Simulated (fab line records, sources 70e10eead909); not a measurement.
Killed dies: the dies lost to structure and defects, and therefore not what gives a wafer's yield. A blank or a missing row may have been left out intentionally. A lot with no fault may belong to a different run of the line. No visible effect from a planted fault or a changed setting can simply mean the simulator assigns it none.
Which tool did it? / flow nandHarc / 23 lots, 69 wafers sampled, at 2 steps of a route of 1159

## WHAT THE GAUGES SHOWED, per wafer
NHARC_A_CONTACT_OVL_MEAS_43.
lot=L074; measured=day 16 12:40; on=overlay-01; overlayXNm (nm)=-0.5 -0.2 0.4; overlayYNm (nm)=0.4 0.7 0.0
lot=L076; measured=day 16 11:08; on=overlay-02; overlayXNm (nm)=0.5 1.0 0.7; overlayYNm (nm)=0.0 0.0 -0.4
lot=L075; measured=day 16 16:07; on=overlay-01; overlayXNm (nm)=0.7 0.3 1.1; overlayYNm (nm)=0.5 0.1 0.1
lot=L078; measured=day 17 01:30; on=overlay-02; overlayXNm (nm)=1.5 1.5 1.1; overlayYNm (nm)=2.1 2.1 2.2
lot=L077; measured=day 17 05:34; on=overlay-01; overlayXNm (nm)=0.1 0.7 0.0; overlayYNm (nm)=-0.4 -0.4 -0.3
lot=L079; measured=day 17 04:35; on=overlay-02; overlayXNm (nm)=-1.7 -2.1 -2.0; overlayYNm (nm)=1.4 1.5 1.7
lot=L080; measured=day 18 09:10; on=overlay-01; overlayXNm (nm)=-1.1 -1.2 -0.9; overlayYNm (nm)=-0.4 -0.2 -0.2
lot=L082; measured=day 18 10:33; on=overlay-02; overlayXNm (nm)=0.3 0.4 -0.4; overlayYNm (nm)=-0.1 0.1 0.3
lot=L083; measured=day 18 20:12; on=overlay-01; overlayXNm (nm)=-1.1 -1.1 -0.7; overlayYNm (nm)=0.1 -0.4 0.0
lot=L084; measured=day 18 18:33; on=overlay-01; overlayXNm (nm)=-0.3 -0.2 0.7; overlayYNm (nm)=1.4 1.8 2.2
lot=L081; measured=day 18 22:14; on=overlay-01; overlayXNm (nm)=-1.0 -1.4 -1.3; overlayYNm (nm)=0.4 0.2 0.4
lot=L087; measured=day 19 09:20; on=overlay-01; overlayXNm (nm)=-0.5 -0.4 0.5; overlayYNm (nm)=-1.4 -1.5 -1.8
lot=L086; measured=day 19 14:17; on=overlay-01; overlayXNm (nm)=0.0 -0.4 -0.3; overlayYNm (nm)=0.5 0.0 -0.1
lot=L089; measured=day 19 19:57; on=overlay-01; overlayXNm (nm)=-0.8 -0.6 -1.0; overlayYNm (nm)=-0.5 0.1 -0.6
lot=L088; measured=day 19 20:20; on=overlay-01; overlayXNm (nm)=-0.5 0.1 0.4; overlayYNm (nm)=1.6 1.7 1.4
lot=L090; measured=day 20 12:27; on=overlay-01; overlayXNm (nm)=0.1 0.0 0.1; overlayYNm (nm)=-0.3 -0.8 -0.6
lot=L091; measured=day 20 14:31; on=overlay-01; overlayXNm (nm)=1.9 1.7 1.9; overlayYNm (nm)=-1.6 -1.1 -0.6
lot=L094; measured=day 20 23:43; on=overlay-02; overlayXNm (nm)=-0.9 -0.2 -0.2; overlayYNm (nm)=0.5 0.1 0.0
lot=L095; measured=day 21 13:28; on=overlay-01; overlayXNm (nm)=-1.5 -1.6 -1.2; overlayYNm (nm)=-0.3 -0.8 -0.2
lot=L092; measured=day 21 17:40; on=overlay-01; overlayXNm (nm)=2.0 1.7 1.7; overlayYNm (nm)=-0.7 -0.5 -0.7
lot=L096; measured=day 22 09:11; on=overlay-02; overlayXNm (nm)=0.2 0.5 -0.1; overlayYNm (nm)=-0.1 -0.4 -0.4
lot=L093; measured=day 21 23:51; on=overlay-02; overlayXNm (nm)=0.9 0.8 1.1; overlayYNm (nm)=-0.9 -0.9 -1.0
lot=L097; measured=day 22 15:50; on=overlay-02; overlayXNm (nm)=-1.2 -0.6 -1.1; overlayYNm (nm)=-0.4 0.2 0.7

## EACH LOT AND THE TOOL THAT RAN IT (in order: tool; ch and the chambers of the sampled wafers; start)
lot=L074; NHARC_A_WL_FILL_ALD_10=aldHk-02 ch 1,2,3, day 15 11:34
lot=L076; NHARC_A_WL_FILL_ALD_10=aldHk-03 ch 0,3, day 15 13:10
lot=L075; NHARC_A_WL_FILL_ALD_10=aldHk-04 ch 1,2,3, day 15 15:58
lot=L078; NHARC_A_WL_FILL_ALD_10=aldHk-02 ch 0,1,3, day 16 04:41
lot=L077; NHARC_A_WL_FILL_ALD_10=aldHk-03 ch 1,2,3, day 16 06:40
lot=L079; NHARC_A_WL_FILL_ALD_10=aldHk-02 ch 1,2,3, day 16 08:41
lot=L080; NHARC_A_WL_FILL_ALD_10=aldHk-02 ch 0,2, day 17 12:10
lot=L082; NHARC_A_WL_FILL_ALD_10=aldHk-03 ch 0,1, day 17 12:10
lot=L083; NHARC_A_WL_FILL_ALD_10=aldHk-04 ch 1,2, day 17 21:07
lot=L084; NHARC_A_WL_FILL_ALD_10=aldHk-02 ch 0,1,2, day 17 22:05
lot=L081; NHARC_A_WL_FILL_ALD_10=aldHk-03 ch 0,2,3, day 17 22:38
lot=L087; NHARC_A_WL_FILL_ALD_10=aldHk-03 ch 0,1, day 18 13:51
lot=L086; NHARC_A_WL_FILL_ALD_10=aldHk-02 ch 0,2,3, day 18 14:22
lot=L089; NHARC_A_WL_FILL_ALD_10=aldHk-03 ch 0,1, day 18 23:46
lot=L088; NHARC_A_WL_FILL_ALD_10=aldHk-04 ch 1,2,3, day 19 00:17
lot=L090; NHARC_A_WL_FILL_ALD_10=aldHk-03 ch 0,2,3, day 19 15:27
lot=L091; NHARC_A_WL_FILL_ALD_10=aldHk-02 ch 2,3, day 19 16:28
lot=L094; NHARC_A_WL_FILL_ALD_10=aldHk-03 ch 1,3, day 20 03:08
lot=L095; NHARC_A_WL_FILL_ALD_10=aldHk-03 ch 0,2,3, day 20 10:12
lot=L092; NHARC_A_WL_FILL_ALD_10=aldHk-04 ch 0,1,2, day 20 10:12
lot=L096; NHARC_A_WL_FILL_ALD_10=aldHk-02 ch 1,2, day 21 04:19
lot=L093; NHARC_A_WL_FILL_ALD_10=aldHk-03 ch 0,1, day 21 04:51
lot=L097; NHARC_A_WL_FILL_ALD_10=aldHk-03 ch 0,3, day 21 20:01
- NHARC_A_WL_FILL_ALD_10: deposits SiO2, target thk 50 nm, pulse time 10 s, ald cycles 500.

## WHAT THE TOOLS THEMSELVES READ (means of the sampled wafers that have a number; where no wafer has one, the mark that the record gives instead)
NHARC_A_WL_FILL_ALD_10.
lot=L074; tool=aldHk-02; heaterPowerW (W)=460; precursorPulseHeightRel=0.979
lot=L076; tool=aldHk-03; heaterPowerW (W)=454; precursorPulseHeightRel=1.007
lot=L075; tool=aldHk-04; heaterPowerW (W)=521; precursorPulseHeightRel=0.999
lot=L078; tool=aldHk-02; heaterPowerW (W)=475; precursorPulseHeightRel=0.984
lot=L077; tool=aldHk-03; heaterPowerW (W)=438; precursorPulseHeightRel=0.995
lot=L079; tool=aldHk-02; heaterPowerW (W)=457; precursorPulseHeightRel=1.003
lot=L080; tool=aldHk-02; heaterPowerW (W)=505; precursorPulseHeightRel=1.006
lot=L082; tool=aldHk-03; heaterPowerW (W)=503; precursorPulseHeightRel=0.991
lot=L083; tool=aldHk-04; heaterPowerW (W)=529; precursorPulseHeightRel=0.978
lot=L084; tool=aldHk-02; heaterPowerW (W)=506; precursorPulseHeightRel=1.007
lot=L081; tool=aldHk-03; heaterPowerW (W)=424; precursorPulseHeightRel=1.012
lot=L087; tool=aldHk-03; heaterPowerW (W)=507; precursorPulseHeightRel=0.998
lot=L086; tool=aldHk-02; heaterPowerW (W)=458; precursorPulseHeightRel=0.996
lot=L089; tool=aldHk-03; heaterPowerW (W)=504; precursorPulseHeightRel=0.996
lot=L088; tool=aldHk-04; heaterPowerW (W)=510; precursorPulseHeightRel=1.007
lot=L090; tool=aldHk-03; heaterPowerW (W)=432; precursorPulseHeightRel=1.003
lot=L091; tool=aldHk-02; heaterPowerW (W)=451; precursorPulseHeightRel=1.003
lot=L094; tool=aldHk-03; heaterPowerW (W)=496; precursorPulseHeightRel=0.993
lot=L095; tool=aldHk-03; heaterPowerW (W)=424; precursorPulseHeightRel=0.987
lot=L092; tool=aldHk-04; heaterPowerW (W)=494; precursorPulseHeightRel=0.978
lot=L096; tool=aldHk-02; heaterPowerW (W)=504; precursorPulseHeightRel=0.982
lot=L093; tool=aldHk-03; heaterPowerW (W)=504; precursorPulseHeightRel=0.995
lot=L097; tool=aldHk-03; heaterPowerW (W)=463; precursorPulseHeightRel=1.007

## THE ANSWER, worked out from the rows above alone
Rule: the usual values come from the lots themselves. The widest of any qualifying gaps counts: lots, ordered by their means at a reading, are off when they make up no more than a third of the lots, leave a main group of 4 or more, and stand apart from it by 3 or more times the standard deviation of that group's means. A main group whose means are all the same, to the digits that the tables above print for the reading, isn't used. A lot without any number at a reading at which 4 lots or more have one is off too. Any other lot the step has rows for is counted as sound. After the gauges, taken in route order, come the tools' own readings; for these a lot's mean is taken, as printed above. The first step at which some lot is off is used, and at that step the reading that is off furthest; a lot without a number counts as furthest.
None of the lots is off at any reading shown; this tells nothing.

## WHAT THE SIMULATOR HAD INSERTED
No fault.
